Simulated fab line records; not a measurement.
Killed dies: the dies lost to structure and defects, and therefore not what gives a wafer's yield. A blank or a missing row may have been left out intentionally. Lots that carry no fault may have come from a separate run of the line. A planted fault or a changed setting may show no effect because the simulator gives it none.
fab line records | flow n5Finfet
record: lots: 7 wafers: 20 lastDay: 18
route steps=1938 shown BEOL_M5@1162
lots with no fault: from the same line, run without faults
startH: start of the lot's first displayed wafer, in hours after the record's first day | waitH: hours elapsed since this lot's preceding step | " the same as in the row above | L1.1+2: a single row standing in for several wafers | - value missing, or start not given | * or withheld: withheld | < > ~ a bound
route shown NAME@n: names a module that has steps shown in the file, with the first one's number in the route | usual: mean and standard deviation over wafers with no fault | same: alike in all rows | chamber/n: place in a boat | sites: the reading at each site | _std_site: standard deviation of those values | _edge_site: the outer-site mean with the inner-site mean subtracted | radiusMm: how far each site lies from the wafer's centre | mask NAME#n: copy n | behind: the last tool/chamber to shape the wafer | hold: what put the lot on hold/how long, in hours/how the hold closed | device: which transistor (n, p or np) failed to switch | end of line: at the end of the route, the tests of the same wafers | step lacking rows: just its recipe | killed: at the first sort, the dies lost to defects and structure; wafer yield is something else | map: a wafer's dies, x killed, . not, _ none there
set.NAME: the setting that was run; set.NAME@STEP: the one run at that earlier step | model.NAME: the simulator's own value behind a step, which no gauge read
a table for each step, a row for each wafer; lots at some steps of the route
services: from which hour (startH, from the record's first day; less than 0 if before it) a tool's chamber was out of use, for how many hours, and why
== steps ==
step: N5_BEOL_M5_STRIP_91
recipe: chemistry: N2/H2 timeS: 10 powerW: 450 tempC: 40 pressureMtorr: 20 rfFrequencyHz: 6e+07 biasPowerW: 7 n2FlowSccm: 200 h2FlowSccm: 200
usual: biasPowerW: 6.998/0.022 drypumpMotorCurrentA: 5.7/0.4 oesProductAu: 0.77/0.082 rfVppV: 59.1/0.96 showerheadPlenumPTorr: 2.54/0.08 throttleValvePct: 23.61/0.28
columns lot.wafer tool chamber startH waitH biasPowerW drypumpMotorCurrentA oesProductAu rfHoursCounterH rfVppV showerheadPlenumPTorr throttleValvePct
L937.3 rieDiel-06 1 - - 6.998 5.8 0.74 152 60.4 2.43 23.60
L937.4 " 0 " " 6.979 5.7 0.71 246 60.4 2.62 23.56
L937.6 " 2 " " 6.989 5.9 0.72 - 59.5 2.62 23.54
L938.1 rieDiel-04 0 - - 7.006 5.6 0.82 66 57.0 2.48 23.66
L938.5 " 0 " " 7.020 5.6 0.82 - 59.2 2.48 23.68
L942.1 rieDiel-05 3 - - 7.007 5.7 0.82 100 58.7 2.46 23.29
L942.2 " 2 " " 7.000 5.1 0.86 65 58.4 2.56 23.29
L942.4 " 0 " " 7.000 6.0 0.72 207 58.3 2.62 24.07
L947.3 rieDiel-05 1 - - 7.005 5.5 0.70 207 59.0 2.41 23.88
L947.5 " 0 " " 6.957 6.0 0.70 - 59.1 2.61 24.08
L947.6 " 3 " " 7.010 5.7 0.81 - 57.7 2.45 23.31
L948.2 rieDiel-05 2 - - 7.043 5.1 0.84 70 59.9 2.56 23.29
L948.3 " 1 " " 7.023 5.5 0.70 210 58.4 2.41 23.85
L948.4 " 3 " " 7.031 5.7 0.81 112 58.8 2.45 23.30
L953.2 rieDiel-06 1 - - 7.041 5.8 0.71 183 59.6 2.42 23.63
L953.3 " 0 " " 6.991 5.8 0.93 19 58.9 2.61 23.31
L953.6 " 3 " " 7.008 5.2 0.73 - 60.5 2.62 23.23
L956.2 rieDiel-05 3 - - 7.010 5.7 0.78 133 59.5 2.44 23.34
L956.4 " 0 " " 7.012 6.0 0.69 240 58.1 2.60 24.12
L956.6 " 3 " " 7.007 5.7 0.78 - 59.3 2.44 23.34
step: N5_BEOL_M5_OCD_MEAS_38
usual: trenchDepthNm: 71.3/1.2
columns lot.wafer tool chamber startH waitH trenchDepthNm
L937.3 ocd-01 - 193.50 - 71.2
L937.4 " - " " 72.0
L937.6 " - " " 71.5
L938.1 ocd-02 - 198.95 - 73.3
L938.5 " - " " 72.9
L942.1 ocd-01 - 226.92 - 71.5
L942.2 " - " " 71.1
L942.4 " - " " 69.9
L947.3 ocd-02 - 250.83 - 72.0
L947.5 " - " " 68.9
L947.6 " - " " 70.6
L948.2 ocd-01 - 258.85 - 70.7
L948.3 " - " " 71.1
L948.4 " - " " 71.1
L953.2 ocd-01 - 291.18 - 70.2
L953.3 " - " " 72.7
L953.6 " - " " 71.0
L956.2 ocd-02 - 320.63 - 71.1
L956.4 " - " " 69.3
L956.6 " - " " 71.2
step: N5_BEOL_M5_HM_STRIP_39
recipe: chemistry: peroxideTinStrip material: TiN targetDepthA: 250 tempC: 50 timeS: 158
step: N5_BEOL_M5_SRD_40
recipe: timeS: 30 tempC: 23 rinseLiquid: diw dry: ipaMarangoni
step: N5_BEOL_M5_PRECLEAN_42
recipe: chemistry: residueRemover timeS: 60 tempC: 40
step: N5_BEOL_M5_SRD_43
recipe: timeS: 30 tempC: 23 rinseLiquid: diw dry: ipaMarangoni
step: N5_BEOL_M5_CD_MEAS_35
recipe: targetCdNm: 28 targetCdYNm: 24 polarity: opening
usual: cdNm: 27.98/0.28
columns lot.wafer tool chamber startH waitH cdNm
L937.3 cdSem-01 - 193.65 0.0 28.48
L937.4 " - " " 27.98
L937.6 " - " " 27.67
L938.1 cdSem-02 - 199.11 0.0 28.20
L938.5 " - " " 28.42
L942.1 cdSem-02 - 227.07 0.0 28.13
L942.2 " - " " 27.81
L942.4 " - " " 28.29
L947.3 cdSem-02 - 250.98 0.0 27.62
L947.5 " - " " 28.19
L947.6 " - " " 27.99
L948.2 cdSem-03 - 259.01 0.0 28.71
L948.3 " - " " 28.29
L948.4 " - " " 28.18
L953.2 cdSem-02 - 291.33 0.0 28.37
L953.3 " - " " 27.69
L953.6 " - " " 27.89
L956.2 cdSem-03 - 320.79 0.0 28.27
L956.4 " - " " 28.45
L956.6 " - " " 28.18
step: N5_BEOL_M5_CURE_80
recipe: tempC: 370 timeS: 120 ambient: DMADMS/He material: SiCOH_lowk
usual: lampPowerPct: 52.31/0.054 wafer_temp_C_max: 372.1/0.64
columns lot.wafer tool chamber startH waitH lampPowerPct wafer_temp_C_max
L937.3 uvCure-02 1 193.87 0.2 52.29 373.6
L937.4 " 1 " " 52.30 372.6
L937.6 " 1 " " 52.27 373.1
L938.1 uvCure-03 1 199.16 0.0 52.36 371.3
L938.5 " 1 " " 52.38 371.5
L942.1 uvCure-03 0 227.48 0.4 52.30 372.7
L942.2 " 0 " " 52.36 373.0
L942.4 " 0 " " 52.35 372.4
L947.3 uvCure-01 0 251.12 0.1 52.35 372.0
L947.5 " 0 " " 52.33 372.6
L947.6 " 0 " " 52.33 372.4
L948.2 uvCure-01 1 259.10 0.1 52.32 371.4
L948.3 " 1 " " 52.29 371.4
L948.4 " 1 " " 52.29 371.7
L953.2 uvCure-03 0 291.43 0.1 52.28 372.2
L953.3 " 0 " " 52.41 372.4
L953.6 " 0 " " 52.28 373.3
L956.2 uvCure-03 2 321.09 0.3 52.34 372.4
L956.4 " 2 " " 52.34 373.8
L956.6 " 2 " " 52.26 372.6
step: N5_BEOL_M5_DEGAS_44
recipe: ambient: vacuum tempC: 250 timeS: 60
step: N5_BEOL_M5_PRE_CLEAN_45
recipe: gas: H2/He timeS: 30 tempC: 250
usual: heaterPowerW: 334/35
columns lot.wafer tool chamber startH waitH heaterPowerW
L937.3 pvdSputter-03 - 194.14 0.0 367
L937.4 " - " " 300
L937.6 " - " " 295
L938.1 pvdSputter-01 - 199.89 0.0 329
L938.5 " - " " 283
L942.1 pvdSputter-03 - 228.12 0.0 398
L942.2 " - " " 305
L942.4 " - " " 274
L947.3 pvdSputter-03 - 251.46 0.0 391
L947.5 " - " " 362
L947.6 " - " " 395
L948.2 pvdSputter-01 - 259.42 0.0 345
L948.3 " - " " 336
L948.4 " - " " 313
L953.2 pvdSputter-03 - 291.86 0.0 275
L953.3 " - " " 296
L953.6 " - " " 302
L956.2 pvdSputter-01 - 321.77 0.0 276
L956.4 " - " " 266
L956.6 " - " " 329
step: N5_BEOL_M5_ALD_86
recipe: material: TaN targetThkA: * tempC: 275 aldPrecursorFamily: PDMAT aldCoReactant: NH3 pressureTorr: 3 carrierFlowSccm: 1500 pulseTimeS: 2 purgeTimeS: 3 coReactantPurgeTimeS: 2 coReactantPulseTimeS: 3 aldCycles: 30 precursorVesselTempC: 75 precursorVesselPressureTorr: 26.25 precursorVesselCarrierSccm: 1000
usual: heaterPowerW: 422/40 mfcCarrierSccm: 1500/4.4
same: aldCycles: 30
columns lot.wafer tool chamber startH waitH heaterPowerW mfcCarrierSccm sinceWetCleanH
L937.3 aldMetal-04 3 194.20 0.0 529 1502 1395
L937.4 " 0 " " 440 1495 1395
L937.6 " 2 " " 427 1495 -
L938.1 aldMetal-02 1 200.18 0.3 419 1501 4478
L938.5 " 2 " " 357 1502 -
L942.1 aldMetal-04 1 228.22 0.1 463 1498 1430
L942.2 " 2 " " 437 1501 1430
L942.4 " 0 " " 458 1502 1430
L947.3 aldMetal-03 0 251.54 0.1 381 1508 6068
L947.5 " 2 " " 420 1498 -
L947.6 " 1 " " 376 1502 -
L948.2 aldMetal-04 0 259.48 0.0 454 1500 1461
L948.3 " 2 " " 449 1504 1461
L948.4 " 1 " " 457 1508 1461
L953.2 aldMetal-03 0 291.92 0.0 380 1506 6109
L953.3 " 2 " " 419 1503 6109
L953.6 " 3 " " 414 1502 -
L956.2 aldMetal-03 3 322.00 0.2 431 1498 6139
L956.4 " 1 " " 391 1498 6139
L956.6 " 3 " " 426 1492 -
step: N5_BEOL_M5_SURFACE_TREAT_87
recipe: gas: Ar timeS: * ionEnergyEv: * ionCurrentMaCm2: 0.5 pressureMtorr: * arFlowSccm: 30
usual: pressureMtorr: * throttleValvePct: *
columns lot.wafer tool chamber startH waitH pressureMtorr throttleValvePct
L937.3 pvdSputter-03 - 194.43 0.1 * *
L937.4 " - " " * *
L937.6 " - " " * *
L938.1 pvdSputter-01 - 201.89 1.6 * *
L938.5 " - " " * *
L942.1 pvdSputter-03 - 228.46 0.1 * *
L942.2 " - " " * *
L942.4 " - " " * *
L947.3 pvdSputter-03 - 251.88 0.2 * *
L947.5 " - " " * *
L947.6 " - " " * *
L948.2 pvdSputter-03 - 259.75 0.2 * *
L948.3 " - " " * *
L948.4 " - " " * *
L953.2 pvdSputter-03 - 292.50 0.5 * *
L953.3 " - " " * *
L953.6 " - " " * *
L956.2 pvdSputter-01 - 322.27 0.2 * *
L956.4 " - " " * *
L956.6 " - " " * *
step: N5_BEOL_M5_CVD_47
recipe: material: Co targetThkA: 30 tempC: withheld precursor: CCTBA/H2 pressureTorr: 30 timeS: 216
usual: runLengthS: 239.3/0.41
columns lot.wafer tool chamber startH waitH runLengthS sinceWetCleanH
L937.3 cvdCo-02 2 194.51 0.1 239.2 495
L937.4 " 2 " " 385.8 -
L937.6 " 1 " " 239.4 -
L938.1 cvdCo-02 2 201.97 0.1 386.0 502
L938.5 " 0 " " 238.9 -
L942.1 cvdCo-02 0 228.52 0.0 385.1 989
L942.2 " 2 " " 239.6 529
L942.4 " 1 " " 386.2 -
L947.3 cvdCo-01 1 251.98 0.1 239.1 1231
L947.5 " 0 " " 239.6 -
L947.6 " 2 " " 239.7 -
L948.2 cvdCo-01 2 259.81 0.0 239.7 342
L948.3 " 1 " " 238.7 1239
L948.4 " 2 " " 239.8 -
L953.2 cvdCo-02 2 292.72 0.2 239.6 593
L953.3 " 0 " " 239.1 1053
L953.6 " 0 " " 238.5 -
L956.2 cvdCo-02 2 322.55 0.3 239.3 623
L956.4 " 1 " " 239.9 -
L956.6 " 2 " " 239.4 -
step: N5_BEOL_M5_SPUTTER_48
recipe: material: Cu targetThkA: 150 tempC: -20 chamberPressurePa: 0.07 powerW: withheld timeS: 27.62
== services ==
columns tool chamber startH hours kind
cvdCo-02 - 174.31 6.0 pm
rieDiel-06 1 175.19 8.7 repair
cvdCo-01 - 183.26 5.3 repair
aldMetal-03 - 183.35 8.7 pm
aldMetal-03 0 200.79 3.8 repair
rieDiel-06 0 208.32 - clean
rieDiel-06 0 208.32 - consumableReplace:focusRing
rieDiel-06 0 208.32 17.7 scheduledDown
aldMetal-03 - 209.31 2.8 pm
uvCure-03 - 213.10 1.4 repair
aldMetal-03 1 214.47 7.8 repair
cvdCo-02 - 225.46 0.6 repair
aldMetal-02 1 229.45 7.2 repair
uvCure-02 - 231.35 0.9 repair
uvCure-01 - 234.10 7.5 pm
uvCure-03 - 244.42 7.1 pm
aldMetal-03 - 248.90 1.1 repair
uvCure-02 - 260.00 7.5 pm
aldMetal-03 3 261.07 3.2 repair
uvCure-01 - 271.15 0.8 repair
uvCure-02 - 283.03 0.3 repair
rieDiel-04 - 284.96 14.6 pm
aldMetal-02 0 296.44 26.8 repair
aldMetal-03 - 319.65 0.3 repair
== key ==
firstSign: step: N5_BEOL_M5_CVD_47 reading: runLengthS direction: up sigmas: 99+ usual: * struck: *
effect none on later readings
metAt N5_BEOL_M5_CVD_47
struckWafers L937.4,L938.1,L942.1,L942.4
fault: kind: processParameterDrift tool: cvdCo-02 chamber: - onsetH: 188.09 steps: N5_BEOL_M5_CVD_47 channel: timeS offset: * shape: step endH: 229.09 scope: struckWafersOnly actsIn: * stated: *
